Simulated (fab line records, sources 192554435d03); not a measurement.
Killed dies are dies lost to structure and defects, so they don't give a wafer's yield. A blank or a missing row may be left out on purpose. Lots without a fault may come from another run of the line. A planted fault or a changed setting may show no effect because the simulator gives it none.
fab line records | flow n5_finfet
record lots=6 wafers=18 last_day=18
route steps=1938 shown BEOL_M1@826 BEOL_M4@1111
lots that met no fault: from a run of the same line without faults
start_h: hours from the record's first day to the start of the lot's first wafer shown | wait_h: hours since the lot's step before | " the same as in the row above | L1.1+2: a row that stands for several wafers | - no value, or no start given | * or withheld: withheld | < > ~ a bound
route shown NAME@n: a module of which the file shows steps, and the number in the route of the first | usual: mean/standard deviation of fault-free wafers | same: alike in all rows | chamber/n: place in a boat | sites: the reading at each site | _std_site: their standard deviation | _edge_site: outer sites' mean less inner sites' | radius_mm: how far each site lies from the wafer's centre | mask NAME#n: copy n | behind: the tool/chamber that last shaped the wafer | hold: why the lot was held/for how many hours/how that ended | device: the transistor (n, p or np) that didn't switch | end of line: the same wafers' tests at the end of the route | a step without rows: its recipe alone | killed: dies lost to structure and defects at the first sort, not the wafer's yield | map: a wafer's dies, x killed, . not, _ none there
set.NAME: the setting as run; set.NAME@STEP: as run at that earlier step | model.NAME: the simulator's own value behind a step, which no gauge read
lots at some steps of the route; a table a step, a row a wafer
services: from which hour (start_h, from the record's first day; less than 0 if before it) a tool's chamber was out of use, for how many hours, and why
## steps
# step N5_BEOL_M1_SPUTTER_92
# recipe material=Cu target_thk_a=45 temp_c=-20 chamber_pressure_pa=0.07 power_w=withheld time_s=8.29
# usual substrate_temp_c=-19.97/0.097 throttle_valve_pct=29.8/0.79
# columns lot.wafer tool chamber start_h wait_h substrate_temp_c throttle_valve_pct
L468.1 pvd_sputter-02 - 155.66 0.1 -19.99 29.1
L468.3 " - " " -19.87 28.6
L468.5 " - " " -19.87 31.3
L472.1 pvd_sputter-03 - 181.17 0.1 -20.17 29.3
L472.3 " - " " -19.85 30.5
L472.5 " - " " -19.95 30.4
L475.2 pvd_sputter-01 - 197.83 0.1 -19.93 29.4
L475.4 " - " " -19.95 30.1
L475.6 " - " " -20.04 30.4
L485.1 pvd_sputter-01 - 250.14 0.1 -19.97 30.4
L485.2 " - " " -19.94 31.0
L485.5 " - " " -19.96 31.2
L486.2 pvd_sputter-02 - 265.48 0.1 -20.02 29.1
L486.3 " - " " -19.92 29.9
L486.6 " - " " -19.85 30.2
L487.2 pvd_sputter-01 - 281.52 0.1 -19.88 31.3
L487.4 " - " " -19.78 29.4
L487.6 " - " " -19.90 31.1
# step N5_BEOL_M1_ANNEAL_93
# recipe temp_c=400 time_s=240 ambient=vacuum
# usual heater_power_w=859/81
# columns lot.wafer tool chamber start_h wait_h heater_power_w
L468.1 pvd_sputter-02 - 155.74 0.0 831
L468.3 " - " " 843
L468.5 " - " " 1049
L472.1 pvd_sputter-03 - 181.25 0.0 865
L472.3 " - " " 751
L472.5 " - " " 750
L475.2 pvd_sputter-01 - 197.91 0.0 812
L475.4 " - " " 843
L475.6 " - " " 858
L485.1 pvd_sputter-01 - 250.22 0.0 832
L485.2 " - " " 900
L485.5 " - " " 909
L486.2 pvd_sputter-02 - 265.56 0.0 806
L486.3 " - " " 923
L486.6 " - " " 927
L487.2 pvd_sputter-01 - 281.60 0.0 893
L487.4 " - " " 904
L487.6 " - " " 894
# step N5_BEOL_M1_SPUTTER_94
# recipe material=Cu target_thk_a=45 temp_c=-20 chamber_pressure_pa=0.07 power_w=withheld time_s=8.29
# step N5_BEOL_M1_ANNEAL_95
# recipe temp_c=400 time_s=240 ambient=vacuum
# step N5_BEOL_M1_SPUTTER_96
# recipe material=Cu target_thk_a=45 temp_c=-20 chamber_pressure_pa=0.07 power_w=withheld time_s=8.29
# usual substrate_temp_c=-20.01/0.1 throttle_valve_pct=29.9/0.77
# columns lot.wafer tool chamber start_h wait_h substrate_temp_c throttle_valve_pct
L468.1 pvd_sputter-02 - 156.10 0.1 -20.00 29.3
L468.3 " - " " -19.97 28.5
L468.5 " - " " -20.08 31.4
L472.1 pvd_sputter-03 - 181.61 0.1 -19.82 29.8
L472.3 " - " " -20.04 30.5
L472.5 " - " " -19.98 30.6
L475.2 pvd_sputter-01 - 198.27 0.1 -19.83 29.6
L475.4 " - " " -20.02 30.2
L475.6 " - " " -19.99 30.2
L485.1 pvd_sputter-01 - 250.58 0.1 -20.11 30.3
L485.2 " - " " -19.90 31.0
L485.5 " - " " -19.97 31.2
L486.2 pvd_sputter-02 - 265.92 0.1 -19.92 29.2
L486.3 " - " " -19.88 30.1
L486.6 " - " " -19.89 30.0
L487.2 pvd_sputter-01 - 281.96 0.1 -19.90 30.9
L487.4 " - " " -19.99 29.8
L487.6 " - " " -20.09 30.9
# step N5_BEOL_M1_ECD_50
# recipe material=Cu target_thk_a=3000
# step N5_BEOL_M1_ANNEAL_51
# recipe temp_c=225 time_s=90 ambient=N2
# step N5_BEOL_M1_CMP_52
# recipe stop_on=SiOC t_overpolish_s=6.8 down_force_psi=1 platen_rpm=50 clearing_platen_down_force_psi=1.5 clearing_platen_rpm=50 post_cmp_clean=cu_alkaline target_thk_nm=40 clearing_platen_pad_velocity_m_s=0.99484 pad_velocity_m_s=0.99484
# step N5_BEOL_M1_THK_MEAS_53
# recipe thk_meas_gauge=xrf reads=Cu_of_BEOL_M1_ECD_50
# usual M1_THK=40.1/1.6
# columns lot.wafer tool chamber start_h wait_h M1_THK[nm]
L468.1 film_metro-02 - 159.58 - 40.7
L468.3 " - " " 41.1
L468.5 " - " " 41.1
L472.1 film_metro-01 - 186.61 - 42.6
L472.3 " - " " 39.3
L472.5 " - " " 41.6
L475.2 film_metro-02 - 201.52 - 38.6
L475.4 " - " " 40.7
L475.6 " - " " 41.7
L485.1 film_metro-02 - 251.37 - 38.2
L485.2 " - " " 38.2
L485.5 " - " " 39.6
L486.2 film_metro-02 - 267.43 - 37.3
L486.3 " - " " 40.5
L486.6 " - " " 40.1
L487.2 film_metro-01 - 282.80 - 37.3
L487.4 " - " " 39.1
L487.6 " - " " 39.2
# step N5_BEOL_M1_PRE_CLEAN_60
# recipe gas=NH3/H2 time_s=15 temp_c=* rf_power_w=300
# usual heater_power_outer_w=20/7.1 heater_power_w=84/19
# columns lot.wafer tool chamber start_h wait_h heater_power_outer_w heater_power_w
L468.1 cvd_co-02 0 159.61 0.0 33 117
L468.3 " 1 " " 28 114
L468.5 " 0 " " 34 117
L472.1 cvd_co-02 0 186.64 0.0 34 116
L472.3 " 2 " " 15 76
L472.5 " 1 " " 28 115
L475.2 cvd_co-02 0 201.59 0.1 35 117
L475.4 " 2 " " 14 75
L475.6 " 1 " " 28 116
L485.1 cvd_co-01 2 251.41 0.0 11 63
L485.2 " 1 " " 20 76
L485.5 " 0 " " 21 80
L486.2 cvd_co-01 0 267.47 0.0 22 80
L486.3 " 1 " " 20 76
L486.6 " 0 " " 22 79
L487.2 cvd_co-01 1 282.83 0.0 20 76
L487.4 " 0 " " 22 80
L487.6 " 2 " " 11 64
# step N5_BEOL_M1_CO_CAP_55
# recipe material=Co target_thk_a=20 temp_c=200 precursor=CCTBA/H2 pressure_torr=30 time_s=102.1
# usual heater_power_outer_w=123/8.9 heater_power_w=235/24
# columns lot.wafer tool chamber start_h wait_h heater_power_outer_w heater_power_w
L468.1 cvd_co-02 0 159.65 0.0 142 271
L468.3 " 1 " " 134 273
L468.5 " 0 " " 141 273
L472.1 cvd_co-02 0 186.68 0.0 138 279
L472.3 " 2 " " 117 231
L472.5 " 1 " " 131 270
L475.2 cvd_co-02 0 201.63 0.0 142 269
L475.4 " 2 " " 116 224
L475.6 " 1 " " 133 279
L485.1 cvd_co-01 2 251.45 0.0 111 210
L485.2 " 1 " " 118 226
L485.5 " 0 " " 127 234
L486.2 cvd_co-01 0 267.51 0.0 126 234
L486.3 " 1 " " 120 229
L486.6 " 0 " " 123 243
L487.2 cvd_co-01 1 282.87 0.0 123 229
L487.4 " 0 " " 125 235
L487.6 " 2 " " 113 213
# step N5_BEOL_M1_PRE_CLEAN_56
# recipe gas=NH3 time_s=15 temp_c=withheld rf_power_w=300
# step N5_BEOL_M1_DEP_57
# recipe material=SiCN target_thk_a=80 temp_c=withheld precursor=3MS/NH3 pressure_torr=3 rf_w=202 time_s=14
# usual showerhead_plenum_p_Torr=3.662/0.016 throttle_valve_pct=9.0/0.44
# columns lot.wafer tool chamber start_h wait_h showerhead_plenum_p_Torr throttle_valve_pct model.SiCN_of_BEOL_M1_DEP_57.thk_nm
L468.1 pecvd-04 2 159.77 0.0 3.697 9.1 7.8
L468.3 " 1 " " 3.633 9.1 8.2
L468.5 " 2 " " 3.683 9.2 8
L472.1 pecvd-04 1 186.80 0.0 3.644 9.2 7.4
L472.3 " 2 " " 3.690 9.1 7.8
L472.5 " 0 " " 3.653 8.5 8
L475.2 pecvd-04 1 201.74 0.0 3.632 9.2 7.4
L475.4 " 0 " " 3.656 8.9 7.2
L475.6 " 2 " " 3.684 9.1 8
L485.1 pecvd-03 0 251.57 0.0 3.665 9.6 7.8
L485.2 " 1 " " 3.668 9.0 8
L485.5 " 0 " " 3.655 9.6 7.8
L486.2 pecvd-01 2 267.62 0.0 3.687 9.0 8
L486.3 " 1 " " 3.659 8.4 8
L486.6 " 0 " " 3.673 10.1 8.2
L487.2 pecvd-01 2 282.99 0.0 3.673 8.9 8
L487.4 " 1 " " 3.656 8.6 8.2
L487.6 " 0 " " 3.676 9.8 8.2
# step N5_BEOL_M1_RS_MEAS_58
# recipe thk_meas_gauge=four-point-probe reads=Co_of_BEOL_M1_CO_CAP_55+Cu_of_BEOL_M1_ECD_50+Co_of_BEOL_M1_CVD_47+TaN_of_BEOL_M1_ALD_84
# usual M1_RS=0.66/0.034
# columns lot.wafer tool chamber start_h wait_h M1_RS[ohm/sq]
L468.1 film_metro-01 - 159.84 0.0 0.65
L468.3 " - " " 0.64
L468.5 " - " " 0.64
L472.1 film_metro-02 - 186.87 0.0 0.61
L472.3 " - " " 0.68
L472.5 " - " " 0.63
L475.2 film_metro-01 - 201.81 0.1 0.69
L475.4 " - " " 0.64
L475.6 " - " " 0.62
L485.1 film_metro-01 - 251.63 0.0 0.71
L485.2 " - " " 0.71
L485.5 " - " " 0.68
L486.2 film_metro-02 - 267.69 0.1 0.72
L486.3 " - " " 0.64
L486.6 " - " " 0.65
L487.2 film_metro-02 - 283.06 0.1 0.72
L487.4 " - " " 0.68
L487.6 " - " " 0.68
# step N5_BEOL_M4_RC_MEAS_101
# usual DIBL_N=35.7/1.3 DIBL_P=35.4/1.8 IOFF_N=0.152/0.027 IOFF_P=0.20/0.034 ION_N=672/9.8 ION_P=461/7.5 SS_N=71.4/0.55 SS_P=73.1/0.61 VT_N=251/3.3 VT_P=-251/3.6
# columns lot.wafer tool chamber start_h wait_h DIBL_N[mV/V] DIBL_P[mV/V] IOFF_N[nA/um] IOFF_P[nA/um] ION_N[uA/um] ION_P[uA/um] SS_N[mV/dec] SS_P[mV/dec] VT_N[mV] VT_P[mV]
L468.1 prober-01 0 191.09 0.0 36.1 37.9 0.183 0.20 686 468 71.6 73.1 250 -254
L468.3 " 0 " " 35.8 36.7 0.166 0.18 681 458 71.2 72.8 251 -255
L468.5 " 0 " " 36.6 37.1 0.186 0.19 682 456 71.3 73.1 248 -254
L472.1 prober-02 0 218.32 0.4 34.5 33.5 0.130 0.18 682 465 71.4 72.8 254 -254
L472.3 " 0 " " 35.4 34.2 0.139 0.19 668 459 71.7 73.3 254 -248
L472.5 " 0 " " 33.3 31.3 0.104 0.15 652 453 72.0 71.6 258 -254
L475.2 prober-02 0 237.08 0.2 37.4 34.8 0.190 0.21 674 461 71.8 72.5 244 -247
L475.4 " 0 " " 36.1 35.3 0.169 0.23 680 469 70.6 73.0 244 -246
L475.6 " 0 " " 38.1 37.5 0.214 0.26 677 469 72.4 73.6 244 -244
L485.1 prober-02 0 285.90 0.0 34.2 33.3 0.111 0.15 661 458 70.7 72.3 254 -257
L485.2 " 0 " " 37.3 37.7 0.176 0.22 694 473 71.7 73.1 249 -250
L485.5 " 0 " " 34.7 34.4 0.131 0.17 674 463 70.3 72.6 251 -252
L486.2 prober-01 0 308.32 0.2 36.9 37.5 0.164 0.22 682 465 71.1 73.7 249 -254
L486.3 " 0 " " 35.3 35.2 0.132 0.17 670 456 70.9 73.0 252 -253
L486.6 " 0 " " 36.3 36.8 0.148 0.20 674 459 71.1 73.7 252 -251
L487.2 prober-02 0 318.63 0.2 33.7 33.3 0.112 0.18 669 470 70.2 72.8 255 -250
L487.4 " 0 " " 32.7 31.1 0.097 0.15 661 459 71.1 72.6 258 -252
L487.6 " 0 " " 32.1 30.5 0.093 0.16 651 457 70.2 72.6 257 -253
## services
# columns tool chamber start_h hours kind
pecvd-03 0 143.65 5.5 scheduled_down
pecvd-01 1 148.27 5.6 repair
pecvd-03 - 152.71 6.0 pm
cvd_co-01 - 153.72 6.9 pm
cvd_co-02 - 168.66 0.6 repair
pecvd-04 - 177.19 2.8 pm
cvd_co-01 2 189.17 15.3 repair
pecvd-03 1 193.72 6.0 repair
pecvd-04 - 194.54 2.1 repair
pecvd-04 2 202.38 - clean
pecvd-04 2 202.38 - consumable_replace:showerhead
pecvd-04 2 202.38 29.0 scheduled_down
pecvd-04 2 202.38 29.0 vent_cycle
cvd_co-01 1 205.77 4.3 repair
cvd_co-01 0 208.60 9.6 repair
pecvd-01 - 224.56 28.1 pm
cvd_co-02 - 227.63 6.0 pm
cvd_co-02 - 243.17 20.8 repair
pecvd-04 0 258.64 22.5 repair
pecvd-03 2 267.62 5.0 scheduled_down
pecvd-03 1 278.08 2.1 scheduled_down
pecvd-04 0 281.17 2.1 scheduled_down
## key
first_sign none at tools or gauges
model_effect step=N5_BEOL_M1_DEP_57 value=SiCN_of_BEOL_M1_DEP_57.thk_nm without=8.133 struck=7.333
met_at N5_BEOL_M1_DEP_57
struck_wafers L472.1,L475.2,L475.4
onset_between 159.77 186.80
fault kind=process_parameter_drift tool=pecvd-04 chamber=- onset_h=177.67 steps=N5_BEOL_M1_DEP_57 channel=time_s offset=* shape=step end_h=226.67 scope=struck_wafers_only acts_in=* stated=*
